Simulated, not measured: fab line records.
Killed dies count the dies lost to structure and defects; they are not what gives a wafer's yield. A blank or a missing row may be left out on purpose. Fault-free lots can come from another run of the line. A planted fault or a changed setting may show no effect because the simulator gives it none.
Split-lot experiment + flow n5 finfet + 7 lots, 21 wafers read, on a route of 1938 steps

## THE SPLIT
At N5_BEOL_M14_PEB_26 (peb time 90 s), the setting peb temp c was moved away from the recipe's 130 C on 9 of the 21 wafers read, by -2.8% to +2.2%. The other wafers ran this setting at the recipe's value.

## FROM THE SPLIT TO THE READING: what the file shows between them, 2 steps
- N5_BEOL_M14_DEVELOP_27: develop time 45 s
- N5_BEOL_M14_HARDBAKE_32: time 120 s

## THE READING
cd nm (nm) at N5_BEOL_M14_CD_MEAS_28, where the cd target is 284.4 nm. Fault-free wafers of this fab line usually give 283.3 nm, standard deviation 1.5 nm.

| wafer  | tool, chamber at the split | peb temp c as run, C | against the recipe | cd nm, nm | against lot-mates on the recipe |
|--------|----------------------------|----------------------|--------------------|-----------|---------------------------------|
| L077.1 | litho track-03, 0          | 131                  | +0.8%              | 287.0     | +5.1                            |
| L077.3 | litho track-03, 0          | 131                  | +0.8%              | 285.8     | +3.9                            |
| L077.4 | litho track-03, 0          | 130                  | recipe             | 281.9     | -                               |
| L081.3 | litho track-03, 0          | 130                  | recipe             | 284.6     | -                               |
| L081.5 | litho track-03, 0          | 126.3                | -2.8%              | 261.4     | -21.9                           |
| L081.6 | litho track-03, 0          | 130                  | recipe             | 281.9     | -                               |
| L088.1 | litho track-02, 0          | 132.9                | +2.2%              | 293.1     | +9.5                            |
| L088.3 | litho track-02, 0          | 130                  | recipe             | 283.0     | -                               |
| L088.5 | litho track-02, 0          | 130                  | recipe             | 284.2     | -                               |
| L090.1 | litho track-02, 0          | 130                  | recipe             | 282.2     | -                               |
| L090.4 | litho track-02, 0          | 130                  | recipe             | 283.8     | -                               |
| L090.5 | litho track-02, 0          | 130                  | recipe             | 283.0     | -                               |
| L091.3 | litho track-04, 0          | 130                  | recipe             | 284.2     | -                               |
| L091.4 | litho track-04, 0          | 128.5                | -1.2%              | 273.6     | -10.6                           |
| L091.6 | litho track-04, 0          | 130                  | recipe             | 284.2     | -                               |
| L095.3 | litho track-04, 0          | 130                  | recipe             | 283.4     | -                               |
| L095.4 | litho track-04, 0          | 127.2                | -2.2%              | 268.1     | -15.3                           |
| L095.6 | litho track-04, 0          | 127.2                | -2.2%              | 269.8     | -13.6                           |
| L096.1 | litho track-04, 0          | 128.9                | -0.8%              | 276.5     | -6.9                            |
| L096.4 | litho track-04, 0          | 128.9                | -0.8%              | 278.7     | -4.7                            |
| L096.5 | litho track-04, 0          | 130                  | recipe             | 283.4     | -                               |

FIT RESULTS
A straight line over all 21 wafers: cd nm changes by +6.34 nm for each +1% of peb temp c; r = +0.98; the points scatter about the line by 1.6 nm.
The same after taking each lot's own level away (the mean of its wafers on the recipe; 21 wafers): +6.48 nm for each +1%; r = +0.98; scatter 1.6 nm.
According to that fit, moving peb temp c by its largest amount changes the reading by 18 nm.
Measured against the standard deviation above, the lots' own levels, which go from 281.90 to 284.20 nm, span 1.5 times it.
So the lot-to-lot level changes the slope little: the two slopes agree.
Check: -17.9 nm against its lot-mates is what the line predicts for one of the wafers moved furthest among these (-2.8%) when that wafer is left out of the fit. It came out at -21.9 nm against them.

## THE OTHER SPLITS THESE WAFERS WENT THROUGH
These wafers also went through other splits before the reading. Each is held against what the fit with the lots' levels taken away leaves over:
| other split on the same wafers    | wafers away from the commonest value | r with cd nm (lot level and that fit taken away) |
|-----------------------------------|--------------------------------------|--------------------------------------------------|
| N5_BEOL_M10_TRENCH_ETCH_37 time s | 4                                    | +0.04                                            |
| N5_BEOL_M11_ETCH_62 bias w        | 6                                    | +0.22                                            |
| N5_BEOL_M13_SPUTTER_43 time s     | 7                                    | +0.08                                            |
| N5_BEOL_M13_SPUTTER_44 time s     | 7                                    | +0.15                                            |
| N5_BEOL_M14_COAT_22 spin rpm      | 7                                    | +0.20                                            |

## THE WHOLE CHAIN: every reading that the file lists as answering this split, in the file's order
| step                       | what it does                                                    | reading                                                         | change (the file's fit)              | r (the file's) |
|----------------------------|-----------------------------------------------------------------|-----------------------------------------------------------------|--------------------------------------|----------------|
| N5_BEOL_M14_CD_MEAS_28     | target cd 284.4 nm                                              | cd nm                                                           | +6.64 nm for each +1% of the setting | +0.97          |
| N5_BEOL_M14_DESCUM_33      | chemistry O2, time 7.9 s                                        | BEOL_M14.cd nm (the simulator's own value, which no gauge read) | +6.74 nm for each +1% of the setting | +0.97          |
| N5_BEOL_M14_ETCH_67        | etches SiARC in CF4, target depth 143 nm, time 238.3 s          | BEOL_M14.cd nm (the simulator's own value, which no gauge read) | +6.85 nm for each +1% of the setting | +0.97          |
| N5_BEOL_M14_ETCH_68        | etches SOC in N2/H2, time 450 s                                 | BEOL_M14.cd nm (the simulator's own value, which no gauge read) | +5.98 nm for each +1% of the setting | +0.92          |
| N5_BEOL_M14_TRENCH_ETCH_34 | etches SiO2 in C4F8/O2/Ar, target depth 556.65 nm, time 126.9 s | BEOL_M14.cd nm (the simulator's own value, which no gauge read) | +5.75 nm for each +1% of the setting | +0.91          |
| N5_BEOL_M14_ETCH_38        | etches SiCN in CF4/N2, target depth 106.5 nm, time 120.6 s      | BEOL_M14.cd nm (the simulator's own value, which no gauge read) | +5.74 nm for each +1% of the setting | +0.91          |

## THE FILE'S OWN FIT
cd nm changes by +6.64 nm for each +1% of peb temp c, r = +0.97.
